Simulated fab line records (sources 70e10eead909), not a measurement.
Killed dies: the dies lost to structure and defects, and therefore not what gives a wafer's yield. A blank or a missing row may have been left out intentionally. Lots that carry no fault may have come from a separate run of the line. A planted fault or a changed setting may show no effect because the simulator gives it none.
What tool caused it? || flow nandHarc || 13 lots, 39 wafers sampled, at 1 step of a route of 1302

## WHAT THE GAUGES READ, wafer by wafer
NHARC_A_CONTACT_INSPECT_10. Usual: 80 for rawDefectCount, sd 29.
{"lot": "L188", "measured": "day 22 00:05", "on": "defectInspect-02", "rawDefectCount": "79 75 68", "flag": ""}
{"lot": "L191", "measured": "day 22 21:08", "on": "defectInspect-01", "rawDefectCount": "27 21 11", "flag": ""}
{"lot": "L189", "measured": "day 22 22:58", "on": "defectInspect-01", "rawDefectCount": "90 92 110", "flag": ""}
{"lot": "L190", "measured": "day 23 02:28", "on": "defectInspect-01", "rawDefectCount": "98 95 88", "flag": ""}
{"lot": "L192", "measured": "day 23 14:56", "on": "defectInspect-01", "rawDefectCount": "66 59 69", "flag": ""}
{"lot": "L193", "measured": "day 24 06:18", "on": "defectInspect-01", "rawDefectCount": "76 67 68", "flag": ""}
{"lot": "L194", "measured": "day 24 13:28", "on": "defectInspect-02", "rawDefectCount": "97 95 112", "flag": ""}
{"lot": "L199", "measured": "day 26 13:47", "on": "defectInspect-01", "rawDefectCount": "46 34 32", "flag": ""}
{"lot": "L197", "measured": "day 26 14:22", "on": "defectInspect-02", "rawDefectCount": "64 64 69", "flag": ""}
{"lot": "L196", "measured": "day 26 18:44", "on": "defectInspect-02", "rawDefectCount": "67 88 85", "flag": ""}
{"lot": "L200", "measured": "day 27 02:37", "on": "defectInspect-02", "rawDefectCount": "78 88 83", "flag": ""}
{"lot": "L202", "measured": "day 27 20:03", "on": "defectInspect-02", "rawDefectCount": "81 92 92", "flag": ""}
{"lot": "L209", "measured": "day 31 02:34", "on": "defectInspect-01", "rawDefectCount": "14 21 22", "flag": ""}

## EACH LOT AND THE TOOL THAT RAN IT (in order: tool; ch and the chambers of the sampled wafers; start)
The record shows no process step preceding these readings.

## AS READ BY THE TOOLS THEMSELVES (means over the sampled wafers that have a number; for cases with no such wafer, the mark the record gives instead)
The record holds no such reading with a usual standard deviation.

## THE ANSWER, worked out from the rows above alone
Rule: a lot counts as off when the mean over its wafers that have a number is more than 3 standard deviations away from the usual mean. A lot without any number at a reading at which 4 lots or more have one is off too. All remaining lots with rows at the step are treated as sound. Order of review: gauges by route order, followed by the tools' own readings, for which a lot's mean as printed above is used. The first step at which some lot is off is used, and at that step the reading that is off furthest; a lot without a number counts as furthest.
No lot is off on any of the readings shown, so nothing can be concluded from this.

## WHAT WAS PUT IN BY THE SIMULATOR
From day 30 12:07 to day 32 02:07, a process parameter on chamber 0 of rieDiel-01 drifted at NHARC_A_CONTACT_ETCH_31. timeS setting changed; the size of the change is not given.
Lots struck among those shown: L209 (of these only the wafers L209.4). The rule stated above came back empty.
